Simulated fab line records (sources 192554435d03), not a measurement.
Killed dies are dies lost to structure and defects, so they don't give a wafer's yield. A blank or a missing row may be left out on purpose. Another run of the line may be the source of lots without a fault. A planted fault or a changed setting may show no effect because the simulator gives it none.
2 desks, one fault / flow n5_finfet / each desk has only its own numbers; what lay behind them comes last
Where a reading is given only as a bound, like >300, the bound stands for it, and a mean or a difference that rests on one is marked > or <: the true number lies beyond.

METROLOGY DESK
Lot by lot, what the gauges showed, no matter which tool ran the lot: averages of those sampled wafers that carry a number. The brackets show how far a lot's mean lies from the usual mean; more than 4 standard deviations puts the lot out of limits, marked OUT. 7 of its 10 readings are shown, namely those furthest out on some lot.
Columns: A = DIBL_N at N5_BEOL_M4_RC_MEAS_101, usual 36.4 mV/V; B = DIBL_P at N5_BEOL_M4_RC_MEAS_101, usual 36.6 mV/V; C = ION_N at N5_BEOL_M4_RC_MEAS_101, usual 671 uA/um; D = ION_P at N5_BEOL_M4_RC_MEAS_101, usual 462 uA/um; E = SS_P at N5_BEOL_M4_RC_MEAS_101, usual 73.4 mV/dec; F = VT_N at N5_BEOL_M4_RC_MEAS_101, usual 250.1 mV; G = VT_P at N5_BEOL_M4_RC_MEAS_101, usual -250.1 mV
lot=L497; first seen here=day 7 23:52; A=35.6; B=35.0; C=675; D=461; E=72.4; F=249.9; G=-251.8
lot=L500; first seen here=day 8 18:28; A=36.8; B=38.2; C=669; D=458; E=73.4; F=253.1; G=-251.4
lot=L503; first seen here=day 9 15:51; A=35.8; B=35.6; C=669; D=460; E=73.0; F=251.1; G=-251.8
lot=L504; first seen here=day 9 16:14; A=36.8; B=38.2; C=675; D=464; E=73.5; F=248.4; G=-246.8
lot=L506; first seen here=day 10 08:18; A=37.5; B=36.2; C=675; D=460; E=72.8; F=250.3; G=-249.2
lot=L507; first seen here=day 10 14:41; A=34.4; B=36.2; C=668; D=462; E=73.0; F=250.9; G=-248.6
lot=L508; first seen here=day 10 21:17; A=37.5; B=36.8; C=667; D=455; E=73.4; F=251.7; G=-252.4
lot=L512; first seen here=day 11 13:08; A=37.1; B=37.1; C=678; D=467; E=73.6; F=248.2; G=-250.1
lot=L519; first seen here=day 13 09:25; A=33.9; B=34.7; C=675; D=469; E=73.2; F=251.3; G=-250.1
This desk's verdict: no lot among the 9 shows anything out of limits.

THE DEFECT DESK
Per lot, the means of the sampled wafers with a number show what the inspections along the route counted. The brackets show how far a lot's mean lies from the usual mean; more than 4 standard deviations puts the lot out of limits, marked OUT.
Columns: A = raw_defect_count at N5_HKMG_FIN_INSPECT_14, usual 2.0
lot=L497; first seen here=day 4 04:42; A=2.0
lot=L500; first seen here=day 5 00:23; A=2.0
lot=L503; first seen here=day 5 18:58; A=1.7
lot=L504; first seen here=day 6 01:29; A=1.7
lot=L506; first seen here=day 6 12:09; A=2.7
lot=L507; first seen here=day 6 19:01; A=1.7
lot=L508; first seen here=day 7 08:05; A=>300 (+99 or more) OUT
lot=L512; first seen here=day 8 00:10; A=>300 (+99 or more) OUT
lot=L519; first seen here=day 9 18:03; A=1.7
This desk finds L508, L512 out of limits, L508 being first, at day 7 08:05 (raw_defect_count at N5_HKMG_FIN_INSPECT_14). Within limits: L497, L500, L503, L504, L506, L507, L519.

ALL TOGETHER
The defect desk could have raised an alarm at day 7 08:05, on L508, L512.
The metrology desk saw nothing out of limits.
The metrology desk holds a record of L508, L512, inside its limits.
N5_HKMG_FIN_WET_ETCH_78 was run on wet_bench-01 by each of the lots named.

WHAT THE SIMULATOR PUT IN
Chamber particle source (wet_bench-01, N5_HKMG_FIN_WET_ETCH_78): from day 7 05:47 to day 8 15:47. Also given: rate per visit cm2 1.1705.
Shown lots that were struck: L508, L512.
Hours from the fault's start to each desk's first reading out of limits: the defect desk, 2.
